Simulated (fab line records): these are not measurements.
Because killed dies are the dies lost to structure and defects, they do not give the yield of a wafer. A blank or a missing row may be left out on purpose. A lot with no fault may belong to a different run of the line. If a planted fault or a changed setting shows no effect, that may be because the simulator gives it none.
Matching of chambers | flow nandHarc | 4 sister chambers for NHARC_A_STAIRCASE_DESCUM_168 on rieDiel-11
The step chemistry O2, time 3 s. 8 wafers are shown with their chamber, then 7 later ones without.

WAFERS WITH THEIR CHAMBER
wafer  | chamber | showerheadPlenumPTorr (Torr) | drypumpMotorCurrentA (A)
L751.3 | 0       | 2.00                         | 5.6
L751.5 | 1       | 2.06                         | 5.5
L754.2 | 1       | 2.06                         | 5.4
L754.5 | 2       | 2.04                         | 6.1
L753.1 | 0       | 2.00                         | 5.6
L753.6 | 3       | 1.91                         | 6.1
L759.3 | 2       | 2.04                         | 6.1
L759.5 | 3       | 1.90                         | 6.0

WAFERS WHOSE CHAMBER IS MISSING
wafer  | showerheadPlenumPTorr (Torr) | drypumpMotorCurrentA (A)
L759.6 | 2.04                         | 6.1
L767.2 | 2.03                         | 6.1
L767.3 | 1.90                         | 6.1
L767.4 | 1.99                         | 5.6
L770.1 | 1.89                         | 6.0
L770.3 | 2.04                         | 5.4
L770.5 | 1.98                         | 5.6

CHAMBER TAKEN BY EACH
wafer  | from the rows above | in truth
L759.6 | 2                   | 2
L767.2 | 2                   | 2
L767.3 | 3                   | 3
L767.4 | 0                   | 0
L770.1 | 3                   | 3
L770.3 | 1                   | 1
L770.5 | 0                   | 0
Correct placement for 7 of the 7. Can't be placed from these rows: 0. Placed wrongly: 0.
How it was worked out, from the rows above alone: a wafer's distance from a chamber is the root of the sum, over the readings, of the square of ((its reading less the chamber's mean) divided by the reading's scatter). The wafer belongs to the nearest chamber; if the next one is less than 2 further off, it can't be placed. A chamber's mean is the mean of its shown wafers. The scatter is the square root of a quotient: the sum, over the shown wafers, of each reading's squared deviation from its chamber's mean, divided by wafers minus chambers.
